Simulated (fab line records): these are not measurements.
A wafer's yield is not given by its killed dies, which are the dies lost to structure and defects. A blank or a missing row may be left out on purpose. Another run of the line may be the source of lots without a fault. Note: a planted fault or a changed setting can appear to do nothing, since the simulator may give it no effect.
Which tool is to blame? | flow nand-harc | at 1 step of a route of 1159, 14 lots with 42 wafers sampled

== WHAT THE GAUGES READ, wafer by wafer ==
NHARC_P_M1_INSPECT_27. Usual: 315 for raw-defect-count, sd 130.
lot  | measured     | on                | raw-defect-count | flag
L738 | day 6 00:16  | defect-inspect-02 | 485 318 370      |
L739 | day 6 04:02  | defect-inspect-01 | 600 554 329      |
L741 | day 6 17:05  | defect-inspect-01 | 306 232 203      |
L743 | day 7 06:18  | defect-inspect-01 | 168 275 486      |
L742 | day 7 07:26  | defect-inspect-01 | 388 392 360      |
L744 | day 7 20:07  | defect-inspect-02 | 275 281 301      |
L745 | day 7 20:44  | defect-inspect-02 | 242 302 275      |
L748 | day 8 05:21  | defect-inspect-01 | 320 372 313      |
L746 | day 8 10:14  | defect-inspect-02 | 265 319 335      |
L751 | day 9 10:23  | defect-inspect-02 | 270 222 168      |
L753 | day 9 20:54  | defect-inspect-02 | 176 141 185      |
L757 | day 10 18:16 | defect-inspect-01 | 227 249 314      |
L758 | day 11 00:01 | defect-inspect-02 | 208 132 251      |
L760 | day 11 08:45 | defect-inspect-01 | 158 166 127      |

== EACH LOT AND THE TOOL THAT RAN IT (in order: tool; ch and the chambers of the sampled wafers; start) ==
The record shows no process step preceding these readings.

== WHAT THE TOOLS THEMSELVES READ (means of the sampled wafers that have a number; where no wafer has one, the mark that the record gives instead) ==
The record holds no such reading with a usual standard deviation.

== THE ANSWER, worked out from the rows above alone ==
Rule: a lot counts as off when the mean over its wafers that have a number is more than 3 standard deviations away from the usual mean. Also off: a lot with no number at a reading for which 4 or more lots have one. Where the step has rows for the other lots, those lots are counted as sound. Order of review: gauges by route order, followed by the tools' own readings, for which a lot's mean as printed above is used. At the first step where some lot is off, the reading lying furthest off is the one used; lots without a number count as furthest.
None of the lots is off at any reading shown; this tells nothing.

== WHAT THE SIMULATOR HAD PUT IN ==
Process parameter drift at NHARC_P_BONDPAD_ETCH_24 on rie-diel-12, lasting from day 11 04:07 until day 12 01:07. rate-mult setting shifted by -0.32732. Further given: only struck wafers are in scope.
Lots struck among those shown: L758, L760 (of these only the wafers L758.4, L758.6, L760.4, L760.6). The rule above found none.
